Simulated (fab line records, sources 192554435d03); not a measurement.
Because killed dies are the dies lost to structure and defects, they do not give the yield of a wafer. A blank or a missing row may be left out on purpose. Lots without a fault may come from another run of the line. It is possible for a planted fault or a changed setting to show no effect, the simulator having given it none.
Struck lot and sound lot, side by side | flow n5_finfet | 15 steps out of a route of 1938
Sound: wafers L594.1, L594.5, L594.6. Struck: wafer L602.2 (L602.4, L602.6, from the same lot, were not struck and are left out); the cause is given at the end.
At each step with rows: each side's tool, then ch and its chambers, then its first start. Under that, the readings that differ: sound wafers | struck wafers | difference of the means | sigmas: that difference in standard deviations of wafers without a fault.
alike: words and numbers the same on both sides, and readings whose means are apart by under 2 such deviations; not compared: readings that were withheld, readings missing a value for some wafer, numbers with overlapping values and no deviation given by the record, and bounds like >300 which may hide the same value.
A row with sigmas, a row that says differs or no value, or rows on one side alone: a step with any of these is where the two part. Non-overlapping numbers with no deviation appear without sigmas and do not part them. A reading that every wafer of one side lacks parts them only if that side has two wafers or more.

N5_FIN_SAQP_SPACER1_ETCHBACK_25: etches SiO2 in CHF3/O2, target depth 24.4 nm, time 12.2 s.
  sound on rie_diel-06 ch 0,2,3, day 2 01:08; struck on rie_diel-02 ch 2, day 3 23:32
  alike: drypump_motor_current_A, oes_product_au, rf_vpp_V, showerhead_plenum_p_Torr, throttle_valve_pct
  not compared: rf_hours_counter_h
then, 1 step without rows for these wafers: N5_FIN_SAQP_MANDREL1_REMOVE_56 (chemistry HBr/Cl2/O2, target a-Si, stops on SiNx, bt time 10 s).
N5_FIN_SAQP_CD_MEAS_27: target cd 20 nm.
  sound on cd_sem-02 ch 0, day 2 01:20; struck on cd_sem-03 ch 0, day 3 23:45
  reading    | sound             | struck | difference | sigmas
  cd_nm (nm) | 19.96 20.15 19.91 | 20.71  | +0.70      | +3
N5_FIN_SAQP_ETCH_57: etches SiNx in CH3F/O2, target depth 32.5 nm, time 46.4 s.
  sound on rie_diel-06 ch 1,2,3, day 2 01:35; struck on rie_diel-01 ch 2, day 3 23:55
  reading               | sound          | struck | difference | sigmas
  etch_rf_on_time_s (s) | 44.4 45.5 46.2 | 47.0   | +1.6       | +2
  alike: drypump_motor_current_A, oes_product_au, rf_vpp_V, showerhead_plenum_p_Torr, throttle_valve_pct
  not compared: rf_hours_counter_h
then, 1 step without rows for these wafers: N5_FIN_SAQP_ETCH_65 (etches SiO2 in CF4, target depth 4 nm, time 4.4 s).
N5_FIN_SAQP_MANDREL_ETCH_58: etches a-Si in HBr/Cl2, stops on SiNx, target depth 45 nm, bt time 10 s, time 27 s.
  sound on rie_si-06 ch 0,1,3, day 2 01:44; struck on rie_si-06 ch 2, day 4 00:04
  reading                     | sound             | struck | difference | sigmas
  drypump_motor_current_A (A) | 6.4 4.9 4.8       | 6.3    | +0.9       | +2
  throttle_valve_pct (%)      | 35.23 35.21 35.49 | 35.95  | +0.64      | +2
  alike: oes_product_au
  not compared: rf_hours_counter_h
then, 5 steps without rows for these wafers: N5_FIN_SAQP_RECESS_63 (chemistry HF/NH3, target SiO2, target depth 18 nm, afs cycles 3, sublimation time 60 s); N5_FIN_SAQP_COAT_68 (time 60 s, resist thk 100 nm); N5_FIN_SAQP_ETCH_69 (etches SOC in N2/H2, stops on SiNx, target depth 150 nm); N5_FIN_SAQP_ETCH_67 (etches SiNx in CH3F/O2, target depth 30 nm); N5_FIN_SAQP_STRIP_70 (strips in N2/H2).
N5_FIN_SAQP_RECESS_71: chemistry HF/NH3, target SiO2, target depth 3 nm, afs cycles 1, sublimation time 60 s.
  sound on vapor_etch-01 ch 0,1, day 2 02:26; struck on vapor_etch-01 ch 1, day 4 00:50
  alike: drypump_motor_current_A
N5_FIN_SAQP_SPACER2_ALD_28: deposits SiO2, target thk 8.1 nm, pulse time 1 s, purge time 2 s.
  sound on ald_sin-01 ch 0,3, day 2 02:35; struck on ald_sin-03 ch 0, day 4 00:59
  reading              | sound                | struck | difference | sigmas
  heater_power_w (W)   | 509 436 517          | 381    | -106       | -2
  susceptor_temp_C (C) | 299.64 299.91 299.90 | 293.94 | -5.88      | -33
  alike: precursor_pulse_height_rel
N5_FIN_SAQP_SPACER2_ETCHBACK_29: etches SiO2 in CHF3/O2, target depth 12.2 nm, time 6.1 s.
  sound on rie_diel-06 ch 0,3, day 2 02:57; struck on rie_diel-06 ch 1, day 4 01:18
  reading                     | sound       | struck | difference | sigmas
  drypump_motor_current_A (A) | 6.4 5.7 6.4 | 5.0    | -1.2       | -3
  alike: oes_product_au, rf_vpp_V, showerhead_plenum_p_Torr, throttle_valve_pct
  not compared: rf_hours_counter_h
-- a jump in the record: the struck wafers' starts before and after are 6 days apart (it breaks off in module FIN_SAQP and resumes in module BEOL_M4, where the first step shown is number 1111 of the route) --
N5_BEOL_M4_RC_MEAS_101:
  sound on prober-02 ch 0, day 7 23:03; struck on prober-01 ch 0, day 10 11:22
  reading        | sound             | struck | difference | sigmas
  IOFF_P (nA/um) | 0.208 0.226 0.227 | 0.297  | +0.077     | +3
  ION_P (uA/um)  | 470 463 468       | 482    | +15        | +2
  VT_P (mV)      | -249 -248 -250    | -240   | +9         | +3
  alike: DIBL_N, DIBL_P, IOFF_N, ION_N, SS_N, SS_P, VT_N

## WHERE THEY PART
First at N5_FIN_SAQP_CD_MEAS_27; last, within this record, at N5_BEOL_M4_RC_MEAS_101.

WHY: whatever the simulator had introduced
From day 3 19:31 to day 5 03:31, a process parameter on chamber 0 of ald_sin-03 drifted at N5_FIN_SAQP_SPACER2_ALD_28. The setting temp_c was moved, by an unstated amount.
